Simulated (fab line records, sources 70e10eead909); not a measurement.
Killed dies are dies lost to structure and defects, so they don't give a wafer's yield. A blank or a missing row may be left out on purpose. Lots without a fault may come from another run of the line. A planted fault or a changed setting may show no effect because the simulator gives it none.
fab line records | flow nand_harc
record lots=13 wafers=39 last_day=33
route steps=1302 shown A_ONON_D1@427 A_CHANNEL_HOLE_D1@450 END@1302
lots that met no fault: from a run of the same line without faults
start_h: hours from the record's first day to the start of the lot's first wafer shown | wait_h: hours since the lot's step before | " the same as in the row above | L1.1+2: a row that stands for several wafers | - no value, or no start given | * or withheld: withheld | < > ~ a bound
route shown NAME@n: a module of which the file shows steps, and the number in the route of the first | usual: mean/standard deviation of fault-free wafers | same: alike in all rows | chamber/n: place in a boat | sites: the reading at each site | _std_site: their standard deviation | _edge_site: outer sites' mean less inner sites' | radius_mm: how far each site lies from the wafer's centre | mask NAME#n: copy n | behind: the tool/chamber that last shaped the wafer | hold: why the lot was held/for how many hours/how that ended | device: the transistor (n, p or np) that didn't switch | end of line: the same wafers' tests at the end of the route | a step without rows: its recipe alone | killed: dies lost to structure and defects at the first sort, not the wafer's yield | map: a wafer's dies, x killed, . not, _ none there
set.NAME: the setting as run; set.NAME@STEP: as run at that earlier step | model.NAME: the simulator's own value behind a step, which no gauge read
steps of the route over a sample of lots; a table a step, a row a wafer
services: from which hour (start_h, from the record's first day; less than 0 if before it) a tool's chamber was out of use, for how many hours, and why
## steps
# step NHARC_A_ONON_D1_THK_MEAS_05
# recipe thk_meas_gauge=ellipsometry
# usual thk_nm=999/9.6
# columns lot.wafer tool chamber start_h wait_h thk_nm
L312.2 film_metro-01 - 162.01 - 988
L312.3 " - " " 989
L312.6 " - " " 990
L313.4 film_metro-02 - 173.26 - 989
L313.5 " - " " 991
L313.6 " - " " 989
L314.2 film_metro-02 - 178.71 - 1000
L314.3 " - " " 1000
L314.6 " - " " 1000
L315.2 film_metro-01 - 192.79 - 998
L315.4 " - " " 999
L315.5 " - " " 997
L316.1 film_metro-01 - 205.20 - 997
L316.3 " - " " 1001
L316.6 " - " " 999
L317.1 film_metro-02 - 211.77 - 984
L317.4 " - " " 985
L317.5 " - " " 986
L318.1 film_metro-01 - 228.87 - 996
L318.2 " - " " 995
L318.4 " - " " 995
L319.2 film_metro-01 - 240.72 - 997
L319.3 " - " " 998
L319.4 " - " " 997
L324.3 film_metro-01 - 287.43 - 1018
L324.5 " - " " 1014
L324.6 " - " " 1015
L330.1 film_metro-01 - 343.91 - 1012
L330.3 " - " " 1011
L330.5 " - " " 1012
L333.1 film_metro-01 - 374.17 - 999
L333.3 " - " " 998
L333.4 " - " " 1000
L335.1 film_metro-02 - 390.36 - 1010
L335.3 " - " " 1011
L335.4 " - " " 1012
L334.2 film_metro-01 - 390.36 - 987
L334.4 " - " " 985
L334.6 " - " " 987
# step NHARC_A_ONON_D1_DEP_12
# recipe target_thk_a=10000 n2_flow_sccm=2750 n2o_flow_sccm=2000 nh3_flow_sccm=500 sih4_flow_sccm=210 temp_c=400
# usual nh3_flow_sccm=500.1/1.6
# columns lot.wafer tool chamber start_h wait_h nh3_flow_sccm
L312.2 pecvd_onon-01 0 163.24 0.1 501.6
L312.3 " 0 " " 499.0
L312.6 " 0 " " 499.4
L313.4 pecvd_onon-02 0 174.62 0.2 504.4
L313.5 " 0 " " 502.6
L313.6 " 0 " " 500.8
L314.2 pecvd_onon-01 0 179.97 0.1 498.7
L314.3 " 0 " " 498.8
L314.6 " 0 " " 501.4
L315.2 pecvd_onon-01 0 194.03 0.1 497.5
L315.4 " 0 " " 501.1
L315.5 " 0 " " 500.0
L316.1 pecvd_onon-01 0 206.39 0.1 500.5
L316.3 " 0 " " 501.6
L316.6 " 0 " " 501.2
L317.1 pecvd_onon-04 0 212.95 0.1 498.0
L317.4 " 0 " " 498.7
L317.5 " 0 " " 500.4
L318.1 pecvd_onon-02 0 230.09 0.1 501.5
L318.2 " 0 " " 500.7
L318.4 " 0 " " 498.2
L319.2 pecvd_onon-04 0 241.96 0.1 502.4
L319.3 " 0 " " 502.6
L319.4 " 0 " " 501.6
L324.3 pecvd_onon-02 0 288.74 0.2 502.3
L324.5 " 0 " " 503.1
L324.6 " 0 " " 502.0
L330.1 pecvd_onon-04 0 345.10 0.1 498.1
L330.3 " 0 " " 497.8
L330.5 " 0 " " 499.7
L333.1 pecvd_onon-01 0 375.37 0.1 499.3
L333.3 " 0 " " 498.2
L333.4 " 0 " " 497.0
L335.1 pecvd_onon-02 0 391.54 0.1 498.5
L335.3 " 0 " " 499.2
L335.4 " 0 " " 498.8
L334.2 pecvd_onon-01 0 391.61 0.1 500.8
L334.4 " 0 " " 503.6
L334.6 " 0 " " 502.0
# step NHARC_A_ONON_D1_THK_MEAS_14
# recipe thk_meas_gauge=ellipsometry
# usual thk_nm=1000/9
# columns lot.wafer tool chamber start_h wait_h hold thk_nm
L312.2 film_metro-02 - 163.69 - - 995
L312.3 " - " " - 996
L312.6 " - " " - 995
L313.4 film_metro-02 - 174.95 - - 1005
L313.5 " - " " - 1004
L313.6 " - " " - 1005
L314.2 film_metro-01 - 180.42 - - 983
L314.3 " - " " - 986
L314.6 " - " " - 983
L315.2 film_metro-01 - 194.48 - - 1003
L315.4 " - " " - 1004
L315.5 " - " " - 1004
L316.1 film_metro-02 - 206.91 - - 990
L316.3 " - " " - 992
L316.6 " - " " - 990
L317.1 film_metro-01 - 213.47 - - 1012
L317.4 " - " " - 1015
L317.5 " - " " - 1014
L318.1 film_metro-01 - 230.60 - - 992
L318.2 " - " " - 990
L318.4 " - " " - 993
L319.2 film_metro-01 - 242.42 - - 997
L319.3 " - " " - 996
L319.4 " - " " - 999
L324.3 film_metro-02 - 289.13 - await_dispo/0.2h/release 1537
L324.5 " - " " await_dispo/0.2h/release 1007
L324.6 " - " " await_dispo/0.2h/release 1007
L324.3 film_metro-02 - 289.30 0.2 - 1535
L324.5 " - " " - 1005
L324.6 " - " " - 1007
L330.1 film_metro-01 - 345.61 - - 982
L330.3 " - " " - 980
L330.5 " - " " - 980
L333.1 film_metro-01 - 375.88 - - 1006
L333.3 " - " " - 1006
L333.4 " - " " - 1006
L335.1 film_metro-02 - 392.05 - - 1000
L335.3 " - " " - 1001
L335.4 " - " " - 1001
L334.2 film_metro-01 - 392.06 - - 1014
L334.4 " - " " - 1014
L334.6 " - " " - 1014
# step NHARC_A_ONON_D1_DEP_33
# recipe target_thk_a=2000 temp_c=400 pressure_torr=6.5 rf_w=900 teos_flow_sccm=161.4 flow_sccm=2650 target_thk_nm=200 gas=O2 material=SiO2
# usual heater_power_w=568/98 throttle_valve_pct=15.8/0.44
# columns lot.wafer tool chamber start_h wait_h heater_power_w throttle_valve_pct
L312.3 pecvd-01 0 173.95 0.2 631 16.4
L312.2 " 2 " " 709 15.3
L312.6 " 0 " " 632 16.2
L313.4 pecvd-01 2 185.23 0.2 715 14.9
L313.6 " 0 " " 611 16.3
L313.5 " 1 " " 554 15.5
L314.2 pecvd-01 2 190.88 0.1 712 15.0
L314.3 " 1 " " 530 15.5
L314.6 " 1 " " 547 15.6
L315.2 pecvd-03 2 205.37 0.1 481 15.8
L315.5 " 2 " " 492 15.8
L315.4 " 0 " " 654 15.4
L316.1 pecvd-03 2 217.06 0.1 458 15.9
L316.3 " 0 " " 621 15.4
L316.6 " 1 " " 340 15.7
L317.1 pecvd-01 0 224.88 0.1 552 16.2
L317.5 " 2 " " 743 15.1
L317.4 " 0 " " 569 16.6
L318.1 pecvd-03 0 240.55 0.1 611 15.6
L318.2 " 2 " " 518 15.9
L318.4 " 0 " " 627 15.3
L319.2 pecvd-03 2 252.27 0.1 547 16.1
L319.3 " 1 " " 452 16.0
L319.4 " 1 " " 449 16.0
L324.3 pecvd-03 0 299.45 0.1 613 15.5
L324.6 " 1 " " 396 15.9
L324.5 " 2 " " 404 16.2
L330.1 pecvd-03 1 355.76 0.1 422 15.7
L330.3 " 2 " " 491 16.1
L330.5 " 2 " " 535 16.2
L333.1 pecvd-01 0 386.03 0.1 625 16.3
L333.3 " 1 " " 577 16.0
L333.4 " 2 " " 678 15.6
L334.2 pecvd-03 2 402.44 0.1 537 16.0
L334.4 " 1 " " 455 15.1
L334.6 " 2 " " 554 15.8
L335.1 pecvd-02 2 402.44 0.1 669 16.3
L335.3 " 0 " " 485 15.6
L335.4 " 0 " " 489 15.8
# step NHARC_A_CHANNEL_HOLE_D1_DEP_00
# recipe target_thk_a=31000 temp_c=400 material=aC
# usual throttle_valve_pct=35.000/0.0095
# columns lot.wafer tool chamber start_h wait_h throttle_valve_pct
L312.2 acl_dep-01 0 175.77 1.3 35.002
L312.3 " 0 " " 35.000
L312.6 " 0 " " 34.989
L313.4 acl_dep-03 0 189.94 4.4 34.993
L313.5 " 0 " " 34.994
L313.6 " 0 " " 34.996
L314.2 acl_dep-03 0 200.96 9.6 35.008
L314.3 " 0 " " 34.993
L314.6 " 0 " " 34.983
L315.2 acl_dep-03 0 209.14 3.3 35.000
L315.4 " 0 " " 35.009
L315.5 " 0 " " 34.991
L316.1 acl_dep-03 0 217.58 0.1 35.009
L316.3 " 0 " " 35.000
L316.6 " 0 " " 35.011
L317.1 acl_dep-02 0 226.86 1.6 34.996
L317.4 " 0 " " 35.011
L317.5 " 0 " " 34.981
L318.1 acl_dep-01 0 241.10 0.1 35.015
L318.2 " 0 " " 35.002
L318.4 " 0 " " 34.974
L319.2 acl_dep-01 0 253.13 0.4 34.977
L319.3 " 0 " " 34.982
L319.4 " 0 " " 34.983
L324.5 acl_dep-03 0 301.25 1.3 35.008
L324.6 " 0 " " 35.009
L330.1 acl_dep-02 0 358.75 2.5 34.998
L330.3 " 0 " " 34.980
L330.5 " 0 " " 35.005
L333.1 acl_dep-01 0 386.53 0.1 34.997
L333.3 " 0 " " 35.003
L333.4 " 0 " " 35.004
L334.2 acl_dep-03 0 404.49 1.6 35.022
L334.4 " 0 " " 34.994
L334.6 " 0 " " 35.007
L335.1 acl_dep-02 0 404.65 1.8 35.004
L335.3 " 0 " " 35.005
L335.4 " 0 " " 34.998
# step NHARC_END_SORT_01
# recipe temp_c=25
# usual killed_at_array=55/17 killed_at_other=1.1/1.4 killed_at_periphery=3.9/3 killed_dies=59/17 killed_open=3.5/2 killed_short=2.6/1.6
# same gross_dies=677
# columns lot.wafer tool chamber start_h wait_h hold killed_at_array killed_at_other killed_at_periphery killed_dies killed_open killed_short
L313.4 prober-01 0 583.14 3.5 - 57 0 4 61 5 5
L313.5 prober-01 0 583.95 3.8 - 60 0 1 61 1 1
L313.6 prober-01 0 584.76 4.0 - 54 0 1 55 1 2
L314.2 prober-02 0 591.92 2.8 - 79 0 3 82 1 3
L314.3 prober-02 0 592.72 3.1 - 61 0 5 66 5 6
L314.6 prober-02 0 595.10 4.0 - 67 0 1 68 2 1
L319.2 prober-01 0 635.92 2.8 - 83 0 3 86 0 4
L319.3 prober-01 0 636.73 3.1 - 89 0 3 92 5 1
L319.4 prober-01 0 637.53 3.4 - 83 0 7 90 3 1
L324.3 prober-02 0 683.77 3.1 await_dispo/5.6h/release 673 1 3 677 2 4
L324.5 prober-02 0 685.37 3.7 await_dispo/5.6h/release 65 1 6 72 6 4
L324.6 prober-02 0 686.18 4.0 await_dispo/5.6h/release 71 2 3 76 5 4
L334.2 prober-01 0 788.95 2.8 - 68 4 2 74 4 0
L334.4 prober-01 0 790.56 3.4 - 58 1 5 64 0 3
L334.6 prober-01 0 792.18 4.0 - 57 0 1 58 3 2
# killed by level:class
L313.4 A_CHANNEL_HOLE_D2:chamber_film_flake=24 A_CHANNEL_HOLE_D1:chamber_film_flake=17 A_STAIRCASE:chamber_film_flake=3 A_ONON_D2:geometric_particle:short=2 P_GATE:chamber_film_flake=2 A_CONTACT:chamber_film_flake=2 A_CHANNEL_FILL_D1:geometric_particle:open=1 A_CHANNEL_FILL_D1:geometric_particle:short=1
L313.5 A_CHANNEL_HOLE_D1:chamber_film_flake=24 A_CHANNEL_HOLE_D2:chamber_film_flake=20 A_STAIRCASE:chamber_film_flake=5 A_DECK1_JOINT:chamber_film_flake=3 A_ZERO_WELL:chamber_film_flake=2 A_CHANNEL_FILL_D1:chamber_film_flake=2 A_CONTACT:chamber_film_flake=2 A_WL_FILL:geometric_particle:short=1
L313.6 A_CHANNEL_HOLE_D2:chamber_film_flake=29 A_CHANNEL_HOLE_D1:chamber_film_flake=15 A_CONTACT:chamber_film_flake=4 A_ONON_D1:geometric_particle:short=1 A_ONON_D2:geometric_particle:short=1 A_M0:geometric_particle:open=1 P_M2:chamber_film_flake=1 A_ZERO_WELL:chamber_film_flake=1
L314.2 A_CHANNEL_HOLE_D2:chamber_film_flake=29 A_SLIT:chamber_film_flake=27 A_CHANNEL_HOLE_D1:chamber_film_flake=13 A_STAIRCASE:chamber_film_flake=3 A_M0:geometric_particle:short=2 A_CONTACT:chamber_film_flake=2 A_DECK1_JOINT:geometric_particle:open=1 A_CHANNEL_FILL_D2:geometric_particle:short=1
L314.3 A_SLIT:chamber_film_flake=25 A_CHANNEL_HOLE_D1:chamber_film_flake=10 A_CHANNEL_HOLE_D2:chamber_film_flake=9 A_STAIRCASE:chamber_film_flake=3 P_CONTACT:geometric_particle:open=2 A_CHANNEL_FILL_D2:geometric_particle:short=2 A_ZERO_WELL:chamber_film_flake=2 A_CONTACT:chamber_film_flake=2
L314.6 A_SLIT:chamber_film_flake=31 A_CHANNEL_HOLE_D2:chamber_film_flake=16 A_CHANNEL_HOLE_D1:chamber_film_flake=11 A_STAIRCASE:chamber_film_flake=3 A_CONTACT:chamber_film_flake=3 P_CONTACT:geometric_particle:open=1 A_ONON_D1:geometric_particle:short=1 A_M1:geometric_particle:open=1
L319.2 A_SLIT:chamber_film_flake=31 A_CHANNEL_HOLE_D1:chamber_film_flake=23 A_STAIRCASE:chamber_film_flake=8 A_CHANNEL_HOLE_D2:chamber_film_flake=8 A_BLC:chamber_film_flake=3 A_CHANNEL_HOLE_D2:geometric_particle:short=2 P_ZERO_WELL:chamber_film_flake=2 A_WL_FILL:chamber_film_flake=2
L319.3 A_SLIT:chamber_film_flake=33 A_CHANNEL_HOLE_D1:chamber_film_flake=19 A_CHANNEL_HOLE_D2:chamber_film_flake=11 A_STAIRCASE:chamber_film_flake=10 A_CONTACT:chamber_film_flake=4 P_M0:geometric_particle:open=2 A_ONON_D1:geometric_particle:open=2 A_CHANNEL_FILL_D1:chamber_film_flake=2
L319.4 A_SLIT:chamber_film_flake=32 A_CHANNEL_HOLE_D1:chamber_film_flake=21 A_STAIRCASE:chamber_film_flake=7 A_BLC:chamber_film_flake=7 A_CHANNEL_HOLE_D2:chamber_film_flake=4 A_CONTACT:chamber_film_flake=4 P_ZERO_WELL:chamber_film_flake=3 P_GATE:chamber_film_flake=3
L324.3 A_ONON_D1:area_dep=607 A_SLIT:chamber_film_flake=28 A_CHANNEL_HOLE_D2:chamber_film_flake=17 A_STAIRCASE:chamber_film_flake=5 A_CONTACT:chamber_film_flake=5 A_CHANNEL_HOLE_D1:chamber_film_flake=3 A_WL_FILL:chamber_film_flake=2 P_M0:geometric_particle:open=1
L324.5 A_SLIT:chamber_film_flake=27 A_CHANNEL_HOLE_D2:chamber_film_flake=12 A_CHANNEL_HOLE_D1:chamber_film_flake=8 A_CONTACT:chamber_film_flake=4 A_BONDPAD:chamber_film_flake=4 A_DECK1_JOINT:geometric_particle:open=2 A_ONON_D2:geometric_particle:short=2 P_M1:chamber_film_flake=2
L324.6 A_SLIT:chamber_film_flake=29 A_CHANNEL_HOLE_D2:chamber_film_flake=11 A_CHANNEL_HOLE_D1:chamber_film_flake=7 A_CONTACT:chamber_film_flake=6 A_STAIRCASE:chamber_film_flake=4 A_CHANNEL_FILL_D2:chamber_film_flake=3 A_WL_FILL:chamber_film_flake=3 A_CHANNEL_FILL_D1:geometric_particle:short=2
L334.2 A_CHANNEL_HOLE_D2:chamber_film_flake=27 A_CHANNEL_HOLE_D1:chamber_film_flake=21 A_SLIT:chamber_film_flake=8 A_CONTACT:chamber_film_flake=5 HYBRID_BOND:chamber_film_flake=4 A_STAIRCASE:chamber_film_flake=3 P_CONTACT:geometric_particle:open=1 P_M1:geometric_particle:open=1
L334.4 A_CHANNEL_HOLE_D2:chamber_film_flake=34 A_CHANNEL_HOLE_D1:chamber_film_flake=13 A_SLIT:chamber_film_flake=6 P_GATE:chamber_film_flake=2 A_STAIRCASE:chamber_film_flake=2 P_GATE:geometric_particle:short=1 A_ONON_D2:geometric_particle:short=1 A_WL_FILL:geometric_particle:short=1
L334.6 A_CHANNEL_HOLE_D2:chamber_film_flake=25 A_CHANNEL_HOLE_D1:chamber_film_flake=14 A_SLIT:chamber_film_flake=8 A_CONTACT:chamber_film_flake=4 P_M1:geometric_particle:open=1 A_ONON_D2:geometric_particle:short=1 A_ONON_D2:geometric_particle:open=1 A_STAIRCASE:geometric_particle:short=1
## services
# columns tool chamber start_h hours kind
pecvd-02 - 147.14 1.4 repair
pecvd-02 - 182.11 1.0 repair
pecvd-03 - 185.12 13.0 pm
pecvd-03 0 185.12 13.0 vent_cycle
pecvd-03 1 185.12 13.0 vent_cycle
pecvd-03 2 185.12 13.0 vent_cycle
pecvd_onon-02 - 185.14 13.0 pm
acl_dep-01 - 188.90 13.0 pm
pecvd-03 0 198.12 - clean
pecvd-03 1 198.12 - clean
pecvd-02 - 227.09 13.0 pm
acl_dep-02 - 244.04 13.0 pm
pecvd_onon-01 - 269.06 13.0 pm
pecvd-02 0 279.41 6.0 repair
acl_dep-03 - 303.59 13.0 pm
pecvd-01 - 311.00 13.0 pm
pecvd_onon-04 - 311.00 13.0 pm
pecvd-02 - 324.45 0.6 repair
pecvd-03 - 330.86 0.7 repair
pecvd-03 - 366.12 13.0 pm
pecvd_onon-02 - 366.14 13.0 pm
acl_dep-01 - 370.26 13.0 pm
pecvd-03 0 379.88 7.6 repair
pecvd-03 1 387.31 5.2 repair
## key
first_sign step=NHARC_A_ONON_D1_THK_MEAS_14 reading=visit direction=added
effect step=NHARC_A_ONON_D1_THK_MEAS_14 reading=thk_nm direction=up sigmas=60 usual=1000 struck=1537
effect step=NHARC_END_SORT_01 reading=killed_at_array direction=up sigmas=37 usual=55 struck=673
more_kills_born_at NHARC_A_ONON_D1_DEP_12@pecvd_onon-02=607
met_at NHARC_A_ONON_D1_DEP_12
struck_lots L324
struck_wafers L324.3
later_rows_left_out L324.3
tester_left_out L324
not_acting_at NHARC_A_ONON_D1_THK_MEAS_05,NHARC_A_ONON_D1_DEP_33,NHARC_A_CHANNEL_HOLE_D1_DEP_00
onset_between 230.09 288.74
fault kind=process_parameter_drift tool=pecvd_onon-02 chamber=- onset_h=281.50 steps=NHARC_A_ONON_D1_DEP_12 channel=target_thk_a offset=* shape=step end_h=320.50 scope=struck_wafers_only acts_in=* stated=*
# tester_left_out: of these lots the tester's yield and bins aren't shown, on N5 and GAA mostly nor the transistor test; their killed dies are dies lost to structure and defects alone, not to doping, threshold or leakage, so they don't give the yield
# later_rows_left_out: the simulator's readings of these wafers behind a module that went badly wrong aren't trusted and aren't shown, but for the sort
